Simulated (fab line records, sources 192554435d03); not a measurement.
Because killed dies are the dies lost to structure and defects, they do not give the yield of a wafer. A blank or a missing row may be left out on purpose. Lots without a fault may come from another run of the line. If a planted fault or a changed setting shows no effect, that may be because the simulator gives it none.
Chamber matching | flow n5-finfet | N5_BEOL_M2_ALD_98 on ald-sin-01 has 4 sister chambers
The step deposits SiO2, target thk 2.5 nm, pulse time 1 s, co reactant pulse time 1 s. 4 wafers are shown with their chamber, then 10 later ones without.

EACH WAFER AND ITS CHAMBER
wafer  | chamber | heater-power-w (W)
L089.2 | 2       | 69
L089.3 | 3       | 78
L090.2 | 1       | 85
L090.3 | 0       | 71

WAFERS WITHOUT THEIR CHAMBER
wafer  | heater-power-w (W)
L090.6 | 70
L094.1 | 72
L094.2 | 67
L094.3 | 85
L091.1 | 79
L091.3 | 85
L091.6 | 84
L097.1 | 78
L097.2 | 84
L097.5 | 72

WHICH CHAMBER EACH ONE RAN IN
wafer  | from the rows above     | in truth
L090.6 | can't be placed: 0 or 2 | 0
L094.1 | 0                       | 0
L094.2 | 2                       | 2
L094.3 | 1                       | 1
L091.1 | 3                       | 3
L091.3 | 1                       | 1
L091.6 | 1                       | 1
L097.1 | 3                       | 3
L097.2 | 1                       | 1
L097.5 | 0                       | 0
Correct placement for 9 of the 10. Unplaceable from these rows: 1, with the true chamber sitting among the candidates in 1. Wrongly placed: 0.
How it was worked out, from the rows above alone: a wafer's distance from a chamber is the root of the sum, over the readings, of the square of ((its reading less the chamber's mean) divided by the reading's scatter). The wafer belongs to the nearest chamber; if the next one is less than 2 further off, it can't be placed. A chamber's mean is the mean of its shown wafers. The scatter (one wafer shown for each chamber): square how far every hidden wafer sits from the nearest shown wafer, average those squares and take the square root.
